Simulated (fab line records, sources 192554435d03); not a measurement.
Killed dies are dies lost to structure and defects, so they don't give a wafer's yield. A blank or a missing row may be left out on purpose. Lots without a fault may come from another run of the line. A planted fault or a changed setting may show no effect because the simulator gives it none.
fab line records | flow n5_finfet | part 2 of 2: steps 5 to 6 of 6
record lots=23 wafers=69 last_day=18
route steps=1938 shown BEOL_M10@1483 BEOL_M11@1553
lots that met no fault: from a run of the same line without faults
start_h: hours from the record's first day to the start of the lot's first wafer shown | wait_h: hours since the lot's step before | " the same as in the row above | L1.1+2: a row that stands for several wafers | - no value, or no start given | * or withheld: withheld | < > ~ a bound
route shown NAME@n: a module of which the file shows steps, and the number in the route of the first | usual: mean/standard deviation of fault-free wafers | same: alike in all rows | chamber/n: place in a boat | sites: the reading at each site | _std_site: their standard deviation | _edge_site: outer sites' mean less inner sites' | radius_mm: how far each site lies from the wafer's centre | mask NAME#n: copy n | behind: the tool/chamber that last shaped the wafer | hold: why the lot was held/for how many hours/how that ended | device: the transistor (n, p or np) that didn't switch | end of line: the same wafers' tests at the end of the route | a step without rows: its recipe alone | killed: dies lost to structure and defects at the first sort, not the wafer's yield | map: a wafer's dies, x killed, . not, _ none there
set.NAME: the setting as run; set.NAME@STEP: as run at that earlier step | model.NAME: the simulator's own value behind a step, which no gauge read
steps of the route over a sample of lots; a table a step, a row a wafer
services: from which hour (start_h, from the record's first day; less than 0 if before it) a tool's chamber was out of use, for how many hours, and why
## steps
# step N5_BEOL_M11_DESCUM_33
# recipe chemistry=O2 time_s=7.9 source_power_w=50 bias_power_w=20 pressure_mtorr=20 rf_frequency_hz=2.712e+07 temp_c=40 resist=CAR-ArF o2_flow_sccm=225
# usual drypump_motor_current_A=5.9/0.39 oes_product_au=0.79/0.094 rf_vpp_V=243.4/1.2 showerhead_plenum_p_Torr=2.11/0.052 throttle_valve_pct=20.41/0.25
# columns lot.wafer tool chamber start_h wait_h drypump_motor_current_A oes_product_au rf_hours_counter_h rf_vpp_V showerhead_plenum_p_Torr throttle_valve_pct
L074.2 rie_diel-06 3 249.22 0.0 6.0 0.70 219 242.8 1.98 20.71
L074.5 " 3 " " 6.0 0.69 - 242.1 1.97 20.70
L074.6 " 2 " " 5.5 0.78 - 240.1 2.02 20.38
L075.2 rie_diel-04 3 249.65 0.3 5.3 0.73 208 244.9 2.16 20.76
L075.3 " 0 " " 6.1 0.83 87 242.9 2.12 20.05
L075.5 " 0 " " 6.0 0.83 - 242.4 2.12 20.05
L076.1 rie_diel-03 3 266.16 0.0 6.3 0.90 24 243.0 2.14 20.02
L076.2 " 0 " " 6.2 0.99 5 244.9 2.16 20.53
L076.5 " 2 " " 5.7 0.81 - 242.3 2.04 20.39
L077.1 rie_diel-04 1 266.74 0.4 6.3 0.72 170 244.1 2.16 20.37
L077.2 " 3 " " 5.3 0.72 213 245.2 2.16 20.78
L077.5 " 1 " " 6.3 0.72 - 243.6 2.16 20.38
L078.1 rie_diel-06 2 266.84 0.4 5.5 0.78 105 241.2 2.02 20.40
L078.4 " 1 " " 5.3 0.73 167 244.0 2.10 20.61
L078.6 " 2 " " 5.5 0.77 - 242.7 2.02 20.41
L082.1 rie_diel-04 2 286.95 0.2 6.4 0.95 10 243.5 2.13 20.31
L082.5 " 0 " " 6.1 0.82 - 243.8 2.12 20.05
L082.6 " 3 " " 5.4 0.72 - 243.9 2.16 20.79
L080.1 rie_diel-03 1 289.47 0.1 5.7 0.68 232 242.8 2.14 20.49
L080.3 " 3 " " 6.3 0.87 31 244.5 2.14 20.03
L080.4 " 2 " " 5.7 0.79 104 241.3 2.04 20.40
L079.2 rie_diel-06 3 289.61 0.0 6.0 0.68 233 242.5 1.97 20.73
L079.3 " 2 " " 5.5 0.77 113 244.4 2.02 20.42
L079.4 " 1 " " 5.3 0.72 172 243.8 2.10 20.61
L084.1 rie_diel-03 3 294.95 0.0 6.3 0.88 33 243.6 2.14 20.03
L084.3 " 0 " " 6.2 0.95 13 242.0 2.15 20.55
L084.6 " 3 " " 6.4 0.88 - 244.6 2.14 20.04
L083.1 rie_diel-04 3 302.90 0.0 5.3 0.71 223 244.3 2.16 20.79
L083.3 " 1 " " 6.3 0.71 180 244.8 2.16 20.39
L083.4 " 2 " " 6.4 0.95 15 244.0 2.13 20.32
L086.3 rie_diel-03 3 305.99 0.1 6.3 0.87 36 243.5 2.14 20.05
L086.4 " 1 " " 5.7 0.67 237 243.4 2.14 20.49
L086.5 " 1 " " 5.7 0.67 - 243.0 2.14 20.50
L085.1 rie_diel-03 0 311.04 0.0 6.2 0.94 19 243.9 2.15 20.55
L085.3 " 3 " " 6.3 0.88 38 244.5 2.14 20.04
L085.6 " 2 " " 5.7 0.79 - 241.8 2.03 20.40
L090.2 rie_diel-04 3 319.33 0.0 5.3 0.72 230 244.5 2.15 20.79
L090.4 " 2 " " 6.4 0.93 18 244.6 2.13 20.32
L090.6 " 2 " " 6.4 0.93 - 242.5 2.13 20.34
L087.1 rie_diel-04 1 330.65 0.1 6.3 0.70 190 245.4 2.16 20.41
L087.4 " 0 " " 6.1 0.81 113 243.9 2.11 20.08
L087.5 " 0 " " 6.0 0.81 - 243.6 2.11 20.09
L088.1 rie_diel-03 3 333.74 0.0 6.3 0.86 42 243.8 2.13 20.06
L088.3 " 2 " " 5.7 0.78 120 241.5 2.03 20.40
L088.6 " 2 " " 5.7 0.78 - 241.9 2.03 20.40
L089.1 rie_diel-04 0 337.17 0.0 6.1 0.81 115 243.7 2.11 20.10
L089.3 " 1 " " 6.3 0.71 193 244.3 2.16 20.41
L089.5 " 0 " " 6.1 0.81 - 244.3 2.11 20.07
L092.4 rie_diel-04 1 348.78 0.0 6.3 0.72 197 244.3 2.15 20.41
L092.5 " 3 " " 5.3 0.71 - 244.7 2.15 20.81
L092.6 " 0 " " 6.1 0.80 - 245.2 2.11 20.08
L091.1 rie_diel-03 1 352.48 0.0 5.8 0.66 249 245.1 2.13 20.52
L091.5 " 3 " " 6.3 0.86 - 243.7 2.13 20.06
L091.6 " 0 " " 6.2 0.90 - 243.2 2.15 20.57
L093.2 rie_diel-03 0 352.95 0.3 6.2 0.91 34 242.8 2.14 20.58
L093.4 " 2 " " 5.7 0.77 125 242.3 2.03 20.43
L093.5 " 2 " " 5.7 0.78 - 239.7 2.03 20.43
L094.2 rie_diel-04 1 364.86 0.0 6.3 0.71 201 243.7 2.15 20.42
L094.4 " 3 " " 5.3 0.70 241 244.6 2.15 20.83
L094.6 " 1 " " 6.3 0.70 - 242.3 2.15 20.42
L095.1 rie_diel-06 0 377.17 0.0 5.4 0.66 251 242.9 2.06 20.94
L095.4 " 1 " " 5.3 0.70 - 242.4 2.09 20.66
L095.5 " 0 " " 5.4 0.65 - 240.8 2.06 20.94
L097.4 rie_diel-03 2 379.95 0.0 5.7 0.77 134 242.5 2.03 20.43
L097.5 " 3 " " 6.3 0.85 - 243.8 2.13 20.07
L097.6 " 2 " " 5.7 0.77 - 240.0 2.03 20.43
L096.2 rie_diel-06 1 380.16 0.1 5.3 0.70 203 243.4 2.09 20.68
L096.4 " 1 " " 5.3 0.70 - 242.9 2.09 20.65
L096.6 " 3 " " 6.0 0.97 - 245.8 2.23 20.28
# step N5_BEOL_M11_ETCH_41
# recipe chemistry=CH3F/O2 target=SiCN target_depth_a=426 taper_deg=2 time_s=86 ion_energy_ev=120 mask_material=TiN pressure_mtorr=30 source_w=395 bias_w=75 Ar_flow_sccm=150 CH3F_flow_sccm=30 O2_flow_sccm=20
# usual drypump_motor_current_A=5.9/0.39 oes_product_au=0.79/0.092 rf_vpp_V=297.8/1.3 showerhead_plenum_p_Torr=2.02/0.053 throttle_valve_pct=16.31/0.28
# columns lot.wafer tool chamber start_h wait_h drypump_motor_current_A oes_product_au rf_hours_counter_h rf_vpp_V showerhead_plenum_p_Torr throttle_valve_pct
L074.2 rie_diel-06 3 - - 6.0 0.68 219 296.0 1.89 16.67
L074.5 " 3 " " 6.0 0.68 - 295.8 1.89 16.66
L074.6 " 2 " " 5.5 0.79 - 297.2 1.93 16.26
L075.2 rie_diel-04 3 - - 5.3 0.72 208 298.6 2.06 16.69
L075.3 " 0 " " 6.1 0.82 87 297.3 2.01 15.88
L075.5 " 0 " " 6.1 0.82 - 296.2 2.01 15.88
L076.1 rie_diel-03 3 - - 6.3 0.88 24 298.7 2.04 15.88
L076.2 " 0 " " 6.2 0.97 5 299.1 2.05 16.25
L076.5 " 2 " " 5.7 0.81 - 295.2 1.95 16.24
L077.1 rie_diel-04 1 - - 6.3 0.72 170 299.9 2.10 16.44
L077.2 " 3 " " 5.3 0.72 213 298.1 2.06 16.71
L077.5 " 1 " " 6.3 0.72 - 299.4 2.10 16.45
L078.1 rie_diel-06 2 - - 5.5 0.78 106 295.0 1.93 16.29
L078.4 " 1 " " 5.3 0.72 167 298.2 2.01 16.45
L078.6 " 2 " " 5.5 0.78 - 296.7 1.93 16.29
L082.1 rie_diel-04 2 - - 6.4 0.94 10 298.0 2.04 16.21
L082.5 " 0 " " 6.1 0.81 - 296.8 2.01 15.87
L082.6 " 3 " " 5.3 0.71 - 299.2 2.06 16.70
L080.1 rie_diel-03 1 - - 5.7 0.66 232 299.4 2.05 16.53
L080.3 " 3 " " 6.3 0.87 31 297.7 2.03 15.88
L080.4 " 2 " " 5.7 0.79 105 295.0 1.95 16.26
L079.2 rie_diel-06 3 - - 6.0 0.68 233 295.6 1.89 16.68
L079.3 " 2 " " 5.5 0.79 113 297.1 1.93 16.30
L079.4 " 1 " " 5.3 0.71 173 297.0 2.01 16.44
L084.1 rie_diel-03 3 - - 6.3 0.87 33 297.8 2.03 15.88
L084.3 " 0 " " 6.2 0.94 13 299.3 2.04 16.28
L084.6 " 3 " " 6.3 0.87 - 298.3 2.03 15.90
L083.1 rie_diel-04 3 - - 5.3 0.70 223 298.3 2.06 16.71
L083.3 " 1 " " 6.3 0.71 180 298.9 2.09 16.49
L083.4 " 2 " " 6.4 0.93 15 298.0 2.04 16.23
L086.3 rie_diel-03 3 - - 6.3 0.86 37 297.6 2.03 15.89
L086.4 " 1 " " 5.7 0.66 237 298.9 2.05 16.55
L086.5 " 1 " " 5.7 0.66 - 299.1 2.05 16.55
L085.1 rie_diel-03 0 - - 6.2 0.93 19 298.5 2.04 16.27
L085.3 " 3 " " 6.3 0.88 38 298.0 2.03 15.89
L085.6 " 2 " " 5.7 0.79 - 296.1 1.95 16.26
L090.2 rie_diel-04 3 - - 5.3 0.70 230 298.5 2.06 16.74
L090.4 " 2 " " 6.4 0.92 18 298.5 2.04 16.22
L090.6 " 2 " " 6.4 0.92 - 298.3 2.04 16.24
L087.1 rie_diel-04 1 - - 6.3 0.70 190 300.4 2.09 16.50
L087.4 " 0 " " 6.1 0.80 113 298.0 2.00 15.91
L087.5 " 0 " " 6.1 0.80 - 298.1 2.00 15.92
L088.1 rie_diel-03 3 - - 6.3 0.85 43 298.2 2.03 15.89
L088.3 " 2 " " 5.7 0.79 120 295.0 1.95 16.30
L088.6 " 2 " " 5.7 0.78 - 294.4 1.95 16.28
L089.1 rie_diel-04 0 - - 6.1 0.80 115 298.0 2.00 15.93
L089.3 " 1 " " 6.3 0.71 193 299.1 2.09 16.50
L089.5 " 0 " " 6.1 0.80 - 297.2 2.00 15.93
L092.4 rie_diel-04 1 - - 6.3 0.70 197 298.6 2.09 16.51
L092.5 " 3 " " 5.3 0.70 - 297.3 2.05 16.75
L092.6 " 0 " " 6.1 0.80 - 297.9 2.00 15.93
L091.1 rie_diel-03 1 - - 5.7 0.65 250 299.9 2.05 16.58
L091.5 " 3 " " 6.3 0.85 - 297.8 2.03 15.92
L091.6 " 0 " " 6.2 0.91 - 297.1 2.04 16.31
L093.2 rie_diel-03 0 - - 6.2 0.89 34 298.4 2.04 16.30
L093.4 " 2 " " 5.7 0.78 126 297.2 1.94 16.29
L093.5 " 2 " " 5.7 0.77 - 294.6 1.94 16.28
L094.2 rie_diel-04 1 - - 6.3 0.70 201 299.8 2.09 16.52
L094.4 " 3 " " 5.3 0.69 242 300.0 2.05 16.76
L094.6 " 1 " " 6.3 0.70 - 300.3 2.09 16.52
L095.1 rie_diel-06 0 - - 5.4 0.68 251 296.9 1.97 16.87
L095.4 " 1 " " 5.3 0.68 - 295.2 2.00 16.50
L095.5 " 0 " " 5.4 0.68 - 296.3 1.97 16.88
L097.4 rie_diel-03 2 - - 5.7 0.77 134 296.9 1.94 16.30
L097.5 " 3 " " 6.3 0.84 - 299.2 2.03 15.92
L097.6 " 2 " " 5.7 0.78 - 295.3 1.94 16.30
L096.2 rie_diel-06 1 - - 5.3 0.69 203 298.6 2.00 16.52
L096.4 " 1 " " 5.3 0.69 - 297.4 2.00 16.52
L096.6 " 3 " " 6.0 0.97 - 300.5 2.13 16.20
## services
# columns tool chamber start_h hours kind
rie_diel-03 0 224.48 - clean
rie_diel-03 0 224.48 - consumable_replace:focus_ring
rie_diel-03 0 224.48 20.7 scheduled_down
rie_diel-03 0 224.48 20.7 vent_cycle
rie_diel-04 2 234.06 - clean
rie_diel-04 2 234.06 - consumable_replace:focus_ring
rie_diel-04 2 234.06 14.5 scheduled_down
rie_diel-04 2 234.06 14.5 vent_cycle
rie_diel-03 - 272.06 0.8 repair
rie_diel-03 3 317.24 8.8 repair
rie_diel-04 3 334.18 5.4 repair
rie_diel-06 3 342.84 - clean
rie_diel-06 3 342.84 - consumable_replace:esc
rie_diel-06 3 342.84 - consumable_replace:focus_ring
rie_diel-06 3 342.84 - consumable_replace:showerhead
rie_diel-06 3 342.84 36.3 scheduled_down
rie_diel-06 3 342.84 36.3 vent_cycle
rie_diel-03 1 354.41 - clean
rie_diel-03 1 354.41 - consumable_replace:focus_ring
rie_diel-03 1 354.41 15.8 scheduled_down
rie_diel-03 1 354.41 15.8 vent_cycle
rie_diel-06 0 379.16 - clean
rie_diel-06 0 379.16 - consumable_replace:focus_ring
rie_diel-06 0 379.16 18.8 scheduled_down
